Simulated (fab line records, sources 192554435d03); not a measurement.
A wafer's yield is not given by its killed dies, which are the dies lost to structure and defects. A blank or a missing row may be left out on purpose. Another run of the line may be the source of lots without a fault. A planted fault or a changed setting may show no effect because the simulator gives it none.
Comparing a struck lot with a sound one + flow n5-finfet + 39 steps out of a route of 1938
Sound: these wafers, L328.1, L328.4, L328.5. Struck: wafer L317.5. (L317.2 of the same lot was not struck and is left out.) The cause comes at the end.
For every step that has rows: the tool of each side, followed by ch and its chambers, followed by its first start. Under that, the readings that differ: sound wafers + struck wafers + difference of the means + sigmas: that difference in standard deviations of wafers without a fault.
alike: a reading whose means differ by less than 2 such deviations, as well as words and numbers matching on both sides. not compared: withheld readings; readings where some wafer has no value; bounds like >300 that might hide an equal value; numbers whose values overlap and for which the record gives no deviation.
Wherever a step has rows on one side only, a row that says differs or no value, or a row with sigmas, the two part there. Numbers that have no deviation but don't overlap get no sigmas and don't part them. A reading that every wafer of one side lacks parts them only if that side has two wafers or more.

first, 9 steps without rows for these wafers: N5_HKMG_FIN_SOFTBAKE_07 (time 60 s); N5_HKMG_FIN_EXPOSE_09 (exposes mask NWFM); N5_HKMG_FIN_PEB_10 (peb time 60 s); N5_HKMG_FIN_DEVELOP_11 (develop time 30 s); N5_HKMG_FIN_DESCUM_17 (chemistry O2, time 7.9 s); N5_HKMG_FIN_ETCH_31 (etches SiARC in CF4, target depth 45.5 nm, time 75.8 s); N5_HKMG_FIN_ETCH_32 (etches SOC in N2/H2, target depth 240 nm, time 300 s); N5_HKMG_FIN_STRIP_33 (strips in N2/H2); N5_HKMG_FIN_STRIP_34 (strips in CF4).
N5_HKMG_FIN_ETCH_35: etches SOC in N2/H2, target depth 215.8 nm, time 243.4 s.
  sound on rie-diel-04 ch 0,2,3, day 10 00:27; struck on rie-diel-01 ch 3, day 7 07:44
| reading                                   | sound             | struck | difference | sigmas      |
|-------------------------------------------|-------------------|--------|------------|-------------|
| oes-product-au (a.u.)                     | 0.70 0.74 0.68    | 0.96   | +0.25      | +3          |
| run-length-s (s)                          | 266.7 266.6 267.1 | 194.3  | -72.5      | -99 or more |
| throttle-valve-pct (%)                    | 18.1 18.3 17.7    | 17.2   | -0.8       | -3          |
| model.HKMG_FIN.feature-depth-nm (nm)      | 209.6 209.8 207.2 | 157    | -52        |             |
| model.etch.depth-nm (nm)                  | 209.6 209.9 207.2 | 157    | -52        |             |
| model.SOC_of_HKMG_FIN_COAT_29.thk-nm (nm) | 90.8 91.2 92.6    | 142.4  | +50.9      |             |
  alike: drypump-motor-current-A, rf-vpp-V, showerhead-plenum-p-Torr
  not compared: rf-hours-counter-h
N5_HKMG_FIN_STRIP_92: strips SOC in N2/H2, time 20 s.
  sound on rie-diel-04 ch 0,2,3, day 10 00:36; struck on rie-diel-01 ch 3, day 7 07:53
| reading                                   | sound          | struck | difference | sigmas |
|-------------------------------------------|----------------|--------|------------|--------|
| oes-product-au (a.u.)                     | 0.69 0.74 0.67 | 0.95   | +0.25      | +3     |
| throttle-valve-pct (%)                    | 19.4 19.7 18.7 | 18.2   | -1.1       | -2     |
| model.SOC_of_HKMG_FIN_COAT_29.thk-nm (nm) | 81 81.4 83     | 132    | +50        |        |
  alike: drypump-motor-current-A, rf-vpp-V, showerhead-plenum-p-Torr
  not compared: rf-hours-counter-h
then, 26 steps without rows for these wafers: N5_HKMG_FIN_WET_ETCH_18 (etches TiN in SC1, time 55 s, target depth 5.2 nm, rinse time 30 s); N5_HKMG_FIN_STRIP_19 (strips in N2/H2, time 360 s); N5_HKMG_FIN_ALD_91 (deposits TiN, target thk 1 nm, pulse time 1 s, purge time 3 s); N5_HKMG_FIN_COAT_85 (time 60 s, resist thk 300 nm); N5_HKMG_FIN_ETCH_86 (etches SOC in N2/H2, stops on TiN, target depth 393.2 nm); N5_HKMG_FIN_STRIP_89 (strips SOC in N2/H2, time 20 s); N5_HKMG_FIN_WET_ETCH_87 (etches TiN in SC1, time 154.2 s, target depth 4.7 nm, rinse time 30 s); N5_HKMG_FIN_STRIP_88 (strips in N2/H2, time 360 s); N5_HKMG_FIN_NWFM_ALD_20 (deposits TiAlC, target thk 2 nm, pulse time 3 s, purge time 2 s); N5_HKMG_FIN_ALD_71 (deposits TiN, target thk 1 nm, pulse time 1 s, purge time 3 s); N5_HKMG_FIN_COAT_66 (time 60 s, resist thk 300 nm); N5_HKMG_FIN_ETCH_67 (etches SOC in N2/H2, stops on TiN, target depth 388.9 nm); N5_HKMG_FIN_STRIP_90 (strips SOC in N2/H2, time 20 s); N5_HKMG_FIN_WET_ETCH_73 (etches the open film in SC1, time 42.3 s, target depth 1.3 nm, rinse time 30 s); N5_HKMG_FIN_ETCHBACK_68 (etches the open film in Cl2/Ar, stops on HfO2, target depth 0.5 nm); N5_HKMG_FIN_STRIP_69 (strips in N2/H2, time 360 s); N5_HKMG_FIN_ALD_21 (deposits TiN, target thk 1.5 nm, pulse time 1 s, purge time 3 s); N5_HKMG_FIN_ALD_72 (deposits W, target thk 2 nm, pulse time 1 s, purge time 2 s); N5_HKMG_FIN_W_FILL_22 (material W, target thk 60 nm, time 18.2 s); N5_HKMG_FIN_PRECLEAN_83 (cleans in DIW, time 57.5 s); N5_HKMG_FIN_SRD_84 (dry time 32 s); N5_HKMG_FIN_CMP_23 (polishes, stops on SiNx, t overpolish 10 s, target thk 46.326 nm); N5_HKMG_FIN_CMP_94 (polishes, stops on SiNx, t overpolish 4.7 s, target thk 43.299 nm); N5_GATE_CUT_ETCHBACK_00 (etches W in SF6/Cl2); N5_GATE_CUT_ETCH_56 (etches TiN in Cl2/Ar, target depth 21.6 nm); N5_GATE_CUT_ETCHBACK_30 (etches TiN in Cl2/Ar, target depth 3 nm).
-- here the record skips 6 days between the struck wafers' starts before and after, leaving off in module GATE_CUT and picking up in module BEOL_M4 (first step shown: number 1111 of the route) --
N5_BEOL_M4_RC_MEAS_101:
  sound on prober-02 ch 0, day 15 13:25; struck on prober-02 ch 0, day 13 19:52
| reading             | sound                      | struck   | difference | sigmas |
|---------------------|----------------------------|----------|------------|--------|
| IOFF_N (nA/um)      | 0.191 0.192 0.144          | 0.102    | -0.074     | -3     |
| IOFF_N_LONG (nA/um) | 5.55e-05 5.51e-05 5.57e-05 | 4.08e-05 | -1.46e-05  | -7     |
| ION_N (uA/um)       | 681 677 666                | 536      | -139       | -13    |
| VT_N (mV)           | 247 247 248                | 260      | +13        | +4     |
| VT_N_LONG (mV)      | 274.0 275.1 275.1          | 287.0    | +12.3      | +6     |
| VT_N_LVT (mV)       | 92 94 97                   | 109      | +15        | +5     |
  alike: DIBL_N, DIBL_P, IOFF_P, ION_P, SS_N, SS_P, VT_P
-- the record jumps here: 4 days lie between the struck wafers' starts before and after (it left off in module BEOL_M4 and takes up again in module PASSIVATION, whose first step shown is number 1936 of the route) --
N5_PASSIVATION_PROBE_49:
  sound on prober-02, day 20 06:15; struck on prober-01, day 18 07:02
| reading                  | sound          | struck | difference | sigmas      |
|--------------------------|----------------|--------|------------|-------------|
| defect-limited-yield (%) | 84.4 90.1 90.3 | 92.1   | +3.8       | +3          |
| killed_at_M0_to_M3       | 73 38 32       | 24     | -24        | -2          |
| killed-at-front-end      | 76 65 55       | 39     | -26        | -2          |
| killed-dies              | 184 117 115    | 93     | -46        | -3          |
| killed-on-rim            | 21 13 15       | 7      | -9         | -2          |
| killed-open              | 127 69 82      | 65     | -28        | -2          |
| killed-short             | 55 47 32       | 28     | -17        | -2          |
| sort_bin_5_function (%)  | 9.6 5.8 6.7    | 5.0    | -2.4       | -2          |
| sort_bin_6_memory (%)    | 5.8 3.8 3.0    | 2.7    | -1.5       | -2          |
| sort_bin_8_speed (%)     | 0 0 0          | 92.12  | +92.12     | +99 or more |
| sort-n-pass              | 996 1063 1065  | 0      | -1041      | -61         |
| sort-yield-pct (%)       | 84.4 90.1 90.3 | 0      | -88        | -63         |
  alike: killed_at_M4_up, killed-at-contacts, killed-at-other

## WHERE THEY PART
Earliest at N5_HKMG_FIN_ETCH_35; latest, in this record, at N5_PASSIVATION_PROBE_49.

WHY: what the simulator had put in
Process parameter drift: rie-diel-01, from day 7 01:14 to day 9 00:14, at N5_HKMG_FIN_ETCH_35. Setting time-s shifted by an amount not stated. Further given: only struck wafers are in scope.
